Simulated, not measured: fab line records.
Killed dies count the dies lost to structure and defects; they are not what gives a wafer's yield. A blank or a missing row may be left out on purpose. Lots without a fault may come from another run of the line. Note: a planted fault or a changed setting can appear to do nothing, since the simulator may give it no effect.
Which tool did it? -- flow nand-harc -- 72 wafers from 24 lots sampled at 6 of the route's 1302 steps

## WHAT THE GAUGES READ, wafer by wafer
NHARC_A_CONTACT_INSPECT_44. Usual: raw-defect-count at 79, with a standard deviation of 35.
lot,measured,on,raw-defect-count,flag
L075,day 21 22:01,defect-inspect-02,52 46 53,
L074,day 21 22:20,defect-inspect-02,123 108 99,
L076,day 22 12:43,defect-inspect-01,96 99 103,
L078,day 22 13:06,defect-inspect-02,102 111 125,
L077,day 23 04:31,defect-inspect-01,75 72 68,
L079,day 24 00:21,defect-inspect-01,76 74 84,
L081,day 24 20:38,defect-inspect-02,62 54 71,
L080,day 25 01:33,defect-inspect-02,105 111 110,
L083,day 25 03:37,defect-inspect-01,166 159 159,
L082,day 25 05:45,defect-inspect-01,25 29 27,
L084,day 25 18:46,defect-inspect-02,14 13 13,
L085,day 26 05:14,defect-inspect-02,118 142 127,
L086,day 26 05:26,defect-inspect-01,79 70 64,
L087,day 26 15:20,defect-inspect-02,61 68 54,
L089,day 27 07:24,defect-inspect-02,92 91 99,
L091,day 27 14:16,defect-inspect-02,102 106 83,
L090,day 27 15:25,defect-inspect-02,93 88 97,
L088,day 27 19:37,defect-inspect-02,65 64 62,
L092,day 28 15:02,defect-inspect-01,56 61 52,
L093,day 29 00:19,defect-inspect-02,86 112 104,
L095,day 29 17:18,defect-inspect-01,87 72 65,
L094,day 29 17:32,defect-inspect-01,36 40 44,
L096,day 30 05:26,defect-inspect-01,31 35 40,
L097,day 30 22:28,defect-inspect-02,32 36 46,

NHARC_A_CONTACT_OVL_MEAS_70. Usual: overlay-x-nm -0.2 nm, standard deviation 0.9; overlay-y-nm -0.1 nm, standard deviation 0.76.
lot,measured,on,overlay-x-nm (nm),overlay-y-nm (nm),flag
L075,day 22 08:13,overlay-01,-1.0 -0.2 -0.4,-0.2 0.1 0.4,
L074,day 22 08:31,overlay-02,-0.1 -1.1 -0.7,0.0 -0.6 0.1,
L076,day 22 23:08,overlay-01,-0.2 -1.0 -0.5,1.0 1.4 1.7,
L078,day 22 23:29,overlay-01,1.0 0.7 0.6,-1.1 -0.8 -0.9,
L077,day 23 16:45,overlay-02,-1.6 -0.7 -1.1,-0.8 -0.2 -1.1,
L079,day 24 11:24,overlay-02,0.7 0.7 1.0,0.0 0.5 0.7,
L081,day 25 08:59,overlay-01,-0.1 -0.3 -0.2,-0.6 -1.6 -1.0,
L080,day 25 12:22,overlay-01,0.7 1.0 0.9,-0.6 0.1 -0.3,
L083,day 25 13:44,overlay-02,0.5 0.1 0.1,-0.6 0.0 -0.4,
L082,day 25 17:48,overlay-01,0.6 0.5 0.8,0.2 0.2 0.4,
L084,day 26 08:37,overlay-02,-0.9 -0.8 -1.1,-0.9 -0.7 -0.5,
L085,day 26 15:27,overlay-01,1.7 1.2 2.2,1.2 1.0 1.0,
L086,day 26 18:29,overlay-02,-1.1 -0.9 -0.3,-0.5 -0.6 -0.5,
L087,day 27 03:08,overlay-02,0.4 0.1 0.8,-1.1 -0.4 -1.0,
L089,day 27 19:18,overlay-01,-0.3 0.5 -0.2,-1.4 -0.2 -0.7,
L091,day 28 00:29,overlay-02,-2.1 -2.3 -1.9,-0.5 -0.3 -0.8,
L090,day 28 05:40,overlay-02,-0.6 -0.9 -0.7,0.9 1.2 1.5,
L088,day 28 08:49,overlay-02,-1.0 -1.5 -1.4,-0.7 -1.5 -1.2,
L092,day 29 03:33,overlay-01,-1.0 -1.7 -1.4,1.4 1.0 1.0,
L093,day 29 10:28,overlay-01,-0.3 0.0 -0.7,-0.6 -0.6 -0.4,
L095,day 30 03:41,overlay-02,-0.3 0.1 -0.2,0.8 0.1 0.1,
L094,day 30 03:50,overlay-01,-0.7 -1.3 -0.9,-0.2 0.4 -0.6,
L096,day 30 15:35,overlay-01,-0.9 -1.1 -1.4,-0.2 -0.7 -0.3,
L097,day 31 08:47,overlay-01,0.7 0.5 0.5,0.6 0.6 0.9,

NHARC_A_CONTACT_CD_MEAS_80. Usual: cd-nm at 289.6 nm, with a standard deviation of 0.74.
lot,measured,on,cd-nm (nm),flag
L075,day 22 12:29,cd-sem-03,289.4 290.3 289.5,
L074,day 22 13:09,cd-sem-01,289.7 289.2 290.0,
L076,day 23 03:23,cd-sem-03,289.6 289.6 289.1,
L078,day 23 03:50,cd-sem-01,288.8 289.1 288.8,
L077,day 23 21:02,cd-sem-03,289.5 290.2 289.4,
L079,day 24 16:01,cd-sem-01,287.1 287.9 287.3,
L081,day 25 13:23,cd-sem-03,289.4 289.8 289.7,
L080,day 25 16:38,cd-sem-01,288.3 288.9 289.3,
L083,day 25 17:59,cd-sem-02,290.6 289.8 290.2,
L082,day 25 22:07,cd-sem-01,289.8 289.9 289.6,
L084,day 26 12:55,cd-sem-03,289.7 289.2 289.3,
L085,day 26 21:11,cd-sem-01,289.5 289.0 288.8,
L086,day 26 23:25,cd-sem-01,289.8 290.4 290.0,
L087,day 27 07:43,cd-sem-01,290.0 290.7 289.3,
L089,day 27 23:34,cd-sem-01,289.4 289.5 289.9,
L091,day 28 04:46,cd-sem-02,289.7 290.1 290.2,
L090,day 28 09:57,cd-sem-02,289.8 290.4 290.2,
L088,day 28 13:05,cd-sem-02,290.3 290.3 290.0,
L092,day 29 07:50,cd-sem-03,290.0 290.7 290.5,
L093,day 29 14:43,cd-sem-02,288.1 288.1 288.6,
L095,day 30 07:58,cd-sem-01,289.8 289.3 290.2,
L094,day 30 08:06,cd-sem-03,290.1 288.7 289.2,
L096,day 30 19:54,cd-sem-03,289.1 290.0 288.8,
L097,day 31 13:04,cd-sem-01,289.7 289.8 290.5,

NHARC_A_CONTACT_INSPECT_10. Usual: raw-defect-count at 81, with a standard deviation of 35.
lot,measured,on,raw-defect-count,flag
L075,day 22 15:56,defect-inspect-02,50 49 58,
L074,day 22 17:00,defect-inspect-02,122 120 100,
L076,day 23 08:38,defect-inspect-02,93 102 108,
L078,day 23 09:00,defect-inspect-02,105 110 120,
L077,day 24 00:28,defect-inspect-01,71 73 75,
L079,day 24 19:26,defect-inspect-01,76 80 84,
L081,day 25 17:54,defect-inspect-02,64 55 69,
L080,day 25 21:20,defect-inspect-02,110 114 111,
L083,day 25 21:50,defect-inspect-01,161 158 159,
L082,day 26 05:02,defect-inspect-01,28 31 27,
L084,day 26 21:01,defect-inspect-02,13 12 11,
L085,day 27 01:26,defect-inspect-01,118 141 127,
L086,day 27 06:52,defect-inspect-01,83 75 63,
L087,day 27 15:31,defect-inspect-01,58 64 56,
L089,day 28 06:36,defect-inspect-01,89 96 94,
L091,day 28 08:20,defect-inspect-02,98 109 91,
L090,day 28 13:20,defect-inspect-01,96 95 104,
L088,day 28 17:10,defect-inspect-02,60 62 58,
L092,day 29 11:30,defect-inspect-02,70 75 62,
L093,day 29 18:56,defect-inspect-01,86 116 108,
L095,day 30 11:26,defect-inspect-01,92 79 68,
L094,day 30 11:41,defect-inspect-02,40 44 51,
L096,day 30 23:20,defect-inspect-02,32 42 39,
L097,day 31 16:52,defect-inspect-02,34 46 44,

## TOOL THAT RAN EACH LOT (tool first, then ch and the chambers of the sampled wafers, then the start)
lot,NHARC_A_CONTACT_ETCH_78,NHARC_A_CONTACT_ETCH_129
L075,"rie-diel-11 ch 0,2, day 22 10:48 or earlier","har-cap-etch-02 ch 0,1, day 22 10:48"
L074,"rie-diel-05 ch 0,1, day 22 11:20 or earlier","har-cap-etch-01 ch 0,1, day 22 11:20"
L076,"rie-diel-11 ch 0,2, day 23 01:43 or earlier","har-cap-etch-02 ch 1, day 23 01:43"
L078,"rie-diel-01 ch 0,1,2, day 23 02:10 or earlier","har-cap-etch-01 ch 0,1, day 23 02:10"
L077,"rie-diel-11 ch 0,2, day 23 19:19 or earlier","har-cap-etch-03 ch 0, day 23 19:19"
L079,"rie-diel-11 ch 1,2,3, day 24 14:19 or earlier","har-cap-etch-03 ch 1, day 24 14:19"
L081,"rie-diel-11 ch 0,1,2, day 25 11:42 or earlier","har-cap-etch-03 ch 0,1, day 25 11:42"
L080,"rie-diel-01 ch 1,3, day 25 14:59 or earlier","har-cap-etch-02 ch 0,1, day 25 14:59"
L083,"rie-diel-01 ch 0,1,3, day 25 16:17 or earlier","har-cap-etch-01 ch 0,1, day 25 16:17"
L082,"rie-diel-01 ch 0,2,3, day 25 20:24 or earlier","har-cap-etch-02 ch 0,1, day 25 20:24"
L084,"rie-diel-01 ch 0,2,3, day 26 11:14 or earlier","har-cap-etch-01 ch 0,1, day 26 11:14"
L085,"rie-diel-01 ch 0,2, day 26 19:24 or earlier","har-cap-etch-02 ch 0,1, day 26 19:24"
L086,"rie-diel-05 ch 0,2,3, day 26 21:19 or earlier","har-cap-etch-01 ch 0,1, day 26 21:19"
L087,"rie-diel-01 ch 0,2,3, day 27 05:44 or earlier","har-cap-etch-01 ch 0,1, day 27 05:44"
L089,"rie-diel-11 ch 0,1,2, day 27 21:50 or earlier","har-cap-etch-01 ch 0,1, day 27 21:50"
L091,"rie-diel-05 ch 0,3, day 28 03:04 or earlier","har-cap-etch-02 ch 0,1, day 28 03:04"
L090,"rie-diel-11 ch 0,1, day 28 08:16 or earlier","har-cap-etch-01 ch 0,1, day 28 08:16"
L088,"rie-diel-05 ch 0,1,2, day 28 11:22 or earlier","har-cap-etch-01 ch 0,1, day 28 11:22"
L092,"rie-diel-05 ch 1,2,3, day 29 06:05 or earlier","har-cap-etch-02 ch 0,1, day 29 06:05"
L093,"rie-diel-11 ch 1,2,3, day 29 13:03 or earlier","har-cap-etch-01 ch 0,1, day 29 13:03"
L095,"rie-diel-11 ch 1,3, day 30 06:17 or earlier","har-cap-etch-03 ch 0,1, day 30 06:17"
L094,"rie-diel-01 ch 0,2,3, day 30 06:23 or earlier","har-cap-etch-02 ch 0,1, day 30 06:23"
L096,"rie-diel-11 ch 0,3, day 30 18:10 or earlier","har-cap-etch-01 ch 0,1, day 30 18:10"
L097,"rie-diel-11 ch 1,2,3, day 31 11:21 or earlier","har-cap-etch-01 ch 0,1, day 31 11:21"
- NHARC_A_CONTACT_ETCH_78: etches the open film in O2/COS, target depth 5300 nm, time 1378 s.
- NHARC_A_CONTACT_ETCH_129: etches the open film in C4F8/O2/Ar, time 197 s, target depth 1918 nm.

## AS READ BY THE TOOLS THEMSELVES (means over the sampled wafers that have a number; for cases with no such wafer, the mark the record gives instead)
NHARC_A_CONTACT_ETCH_78. Usual: drypump-motor-current-A 5.6 A, standard deviation 0.43; oes-product-au 1.001 a.u., standard deviation 0.01; rf-vpp-V 313.8 V, standard deviation 2.3; showerhead-plenum-p-Torr 3.10 Torr, standard deviation 0.15; throttle-valve-pct 28.331 %, standard deviation 0.0093.
lot,tool,drypump-motor-current-A (A),oes-product-au (a.u.),rf-vpp-V (V),showerhead-plenum-p-Torr (Torr),throttle-valve-pct (%),flag
L075,rie-diel-11,5.7,0.995,313.3,3.07,28.324,
L074,rie-diel-05,5.3,1.008,314.8,3.20,28.331,
L076,rie-diel-11,5.5,1.006,315.1,3.18,28.325,
L078,rie-diel-01,5.9,1.001,311.8,2.98,28.334,
L077,rie-diel-11,5.5,1.005,314.9,3.18,28.326,
L079,rie-diel-11,5.7,1.011,312.1,3.04,28.332,
L081,rie-diel-11,5.8,0.995,313.0,3.05,28.331,
L080,rie-diel-01,5.6,0.998,313.6,3.10,28.338,
L083,rie-diel-01,5.7,1.004,313.4,3.03,28.332,
L082,rie-diel-01,6.1,0.998,311.5,3.00,28.330,
L084,rie-diel-01,6.1,0.998,312.6,3.00,28.333,
L085,rie-diel-01,6.3,0.990,311.1,2.93,28.336,
L086,rie-diel-05,5.4,0.998,315.2,3.20,28.327,
L087,rie-diel-01,6.0,1.002,312.1,2.99,28.331,
L089,rie-diel-11,5.8,1.002,313.2,3.05,28.335,
L091,rie-diel-05,5.1,1.001,315.4,3.19,28.336,
L090,rie-diel-11,5.9,0.995,312.6,3.04,28.334,
L088,rie-diel-05,5.6,1.002,315.7,3.18,28.333,
L092,rie-diel-05,5.6,1.003,315.9,3.24,28.330,
L093,rie-diel-11,5.6,1.004,313.2,3.03,28.330,
L095,rie-diel-11,5.4,1.000,314.6,3.12,28.326,
L094,rie-diel-01,6.1,1.002,312.4,2.98,28.337,
L096,rie-diel-11,5.2,0.998,315.9,3.25,28.321,
L097,rie-diel-11,5.7,1.005,312.6,3.03,28.327,

NHARC_A_CONTACT_ETCH_129. Usual: oes-air-line-au at 1.000 a.u., with a standard deviation of 0.019.
lot,tool,oes-air-line-au (a.u.),flag
L075,har-cap-etch-02,0.995,
L074,har-cap-etch-01,0.992,
L076,har-cap-etch-02,1.006,
L078,har-cap-etch-01,0.995,
L077,har-cap-etch-03,1.011,
L079,har-cap-etch-03,0.985,
L081,har-cap-etch-03,0.996,
L080,har-cap-etch-02,1.009,
L083,har-cap-etch-01,1.006,
L082,har-cap-etch-02,0.963,
L084,har-cap-etch-01,1.002,
L085,har-cap-etch-02,1.034,
L086,har-cap-etch-01,1.000,
L087,har-cap-etch-01,1.015,
L089,har-cap-etch-01,1.002,
L091,har-cap-etch-02,1.014,
L090,har-cap-etch-01,1.000,
L088,har-cap-etch-01,1.011,
L092,har-cap-etch-02,1.016,
L093,har-cap-etch-01,0.997,
L095,har-cap-etch-03,0.987,
L094,har-cap-etch-02,1.004,
L096,har-cap-etch-01,1.009,
L097,har-cap-etch-01,1.012,

## THE ANSWER, worked out from the rows above alone
Rule: lot off if the mean of its wafers having a number is beyond 3 standard deviations from the usual mean. Also off: a lot with no number at a reading for which 4 or more lots have one. All remaining lots with rows at the step are treated as sound. First the gauges in route order, then the tools' own readings, where a lot's mean is used as printed above. At the first step where some lot is off, the reading lying furthest off is the one used; lots without a number count as furthest.
Nothing can be told from this: no lot is off at any reading shown.

## WHAT THE SIMULATOR HAD INSERTED
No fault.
